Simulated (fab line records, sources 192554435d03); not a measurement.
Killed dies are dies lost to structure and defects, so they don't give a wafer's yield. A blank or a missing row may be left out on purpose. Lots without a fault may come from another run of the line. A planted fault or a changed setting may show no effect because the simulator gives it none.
A struck lot beside a sound one | flow n5_finfet | 16 steps out of a route of 1938
Sound: wafers L937.1, L937.3, L937.6. Struck: wafers L942.2, L942.3, L942.4. The cause comes at the end.
At each step with rows: each side's tool, then ch and its chambers, then its first start. Under that, the readings that differ: sound wafers | struck wafers | difference of the means | sigmas: that difference in standard deviations of wafers without a fault.
alike: readings whose means differ by less than 2 such deviations, and words and numbers that are the same on both sides. not compared: withheld readings, readings that some wafer has no value for, bounds like >300 that may hide the same value, and numbers for which the record gives no deviation and whose values overlap.
The two part at a step that has a row with sigmas, a row that says differs or no value, or rows on one side only. Numbers that don't overlap but have no deviation are shown without sigmas and don't part them. A reading that every wafer of one side lacks parts them only if that side has two wafers or more.

first, 2 steps without rows for these wafers: N5_BEOL_M0_SAQP_SRD_93 (time 30 s); N5_BEOL_M0_SAQP_RECESS_114 (chemistry HF/NH3, target SiO2, target depth 14.4 nm, afs cycles 3, sublimation time 60 s).
N5_BEOL_M0_SAQP_SPACER1_ALD_98: deposits SiO2, target thk 12.8 nm, pulse time 1 s, purge time 2 s.
  sound on ald_sin-02 ch 0,1,3, day 7 13:16; struck on ald_sin-01 ch 1,2,3, day 8 18:53
  alike: heater_power_w, precursor_pulse_height_rel
N5_BEOL_M0_SAQP_SPACER1_ETCHBACK_99: etches SiO2 in CHF3/O2, target depth 15.4 nm, time 7.7 s.
  sound on rie_diel-05 ch 0,1, day 7 13:44; struck on rie_diel-02 ch 0,1,3, day 8 19:21
  alike: drypump_motor_current_A, mfc_ar_sccm, oes_ar_750_au, oes_product_au, rf_vpp_V, showerhead_plenum_p_Torr, throttle_valve_pct
  not compared: rf_hours_counter_h
N5_BEOL_M0_SAQP_MANDREL1_REMOVE_100: chemistry HBr/Cl2/O2, target a-Si, stops on SiNx, bt time 10 s.
  sound on rie_si-01 ch 0,1,3, day 7 13:49; struck on rie_si-01 ch 0,1,3, day 8 19:26
  alike: drypump_motor_current_A, oes_product_au, throttle_valve_pct
  not compared: rf_hours_counter_h
N5_BEOL_M0_SAQP_CD_MEAS_25: target cd 13.1 nm.
  sound on cd_sem-02 ch 0, day 7 13:56; struck on cd_sem-02 ch 0, day 8 19:33
  alike: cd_nm
then, 3 steps without rows for these wafers: N5_BEOL_M0_SAQP_ETCH_101 (etches SiNx in CH3F/O2, target depth 29.9 nm, time 42.7 s); N5_BEOL_M0_SAQP_ETCH_102 (etches SiO2 in CF4, target depth 4 nm, time 4.4 s); N5_BEOL_M0_SAQP_MANDREL_ETCH_103 (etches a-Si in HBr/Cl2, stops on SiCN, target depth 45 nm, bt time 10 s, time 27 s).
N5_BEOL_M0_SAQP_RECESS_104: chemistry HF/NH3, target SiO2, target depth 18 nm, afs cycles 3, sublimation time 60 s.
  sound on vapor_etch-01 ch 0,1, day 7 14:11; struck on vapor_etch-02 ch 0,1, day 8 19:49
  alike: drypump_motor_current_A, foreline_p_Torr
then, 1 step without rows for these wafers: N5_BEOL_M0_SAQP_COAT_105 (time 60 s, resist thk 100 nm).
N5_BEOL_M0_SAQP_ETCH_106: etches SOC in N2/H2, stops on SiNx, target depth 150 nm.
  sound on rie_diel-05 ch 1,2,3, day 7 14:38; struck on rie_diel-05 ch 0,1,2, day 8 20:16
  alike: drypump_motor_current_A, oes_product_au, rf_vpp_V, showerhead_plenum_p_Torr, throttle_valve_pct
  not compared: rf_hours_counter_h
N5_BEOL_M0_SAQP_ETCH_107: etches SiNx in CH3F/O2, target depth 30 nm.
  sound on rie_diel-05 ch 1,2,3, day 7 14:42; struck on rie_diel-05 ch 0,1,2, day 8 20:19
  reading                                        | sound          | struck         | difference | sigmas
  oes_product_au (a.u.)                          | 0.68 0.73 0.87 | 1.05 1.04 0.87 | +0.23      | +3
  model.BEOL_M0_SAQP.feature_depth_nm (nm)       | 29.2 30.4 30.6 | 41.8 41.4 41.2 | +11.4      |
  model.SOC_of_BEOL_M0_SAQP_COAT_105.thk_nm (nm) | 15.2 9 9.6     | 5.4 7 6        | -5.1       |
  alike: CH3F_flow_sccm, drypump_motor_current_A, mfc_ar_sccm, oes_ar_750_au, rf_vpp_V, showerhead_plenum_p_Torr, throttle_valve_pct
  not compared: rf_hours_counter_h
then, 1 step without rows for these wafers: N5_BEOL_M0_SAQP_STRIP_108 (strips in N2/H2).
-- the record jumps here: 4 days lie between the struck wafers' starts before and after (it left off in module BEOL_M0_SAQP and takes up again in module BEOL_M4, whose first step shown is number 1111 of the route) --
N5_BEOL_M4_RC_MEAS_101:
  sound on prober-01 ch 0, day 10 21:26; struck on prober-01 ch 0, day 13 01:38
  alike: DIBL_N, DIBL_P, IOFF_N, IOFF_P, ION_N, ION_P, SS_N, SS_P, VT_N, VT_P
then, 1 step without rows for these wafers: N5_PASSIVATION_PROBE_49.

WHERE THEY PART
Only at N5_BEOL_M0_SAQP_ETCH_107, within this record. Later steps at which nothing parts them and some readings are alike: N5_BEOL_M4_RC_MEAS_101.

WHY: what the simulator had put in
Process parameter drift: rie_diel-05, from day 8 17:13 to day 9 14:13, at N5_BEOL_M0_SAQP_ETCH_107. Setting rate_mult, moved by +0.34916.
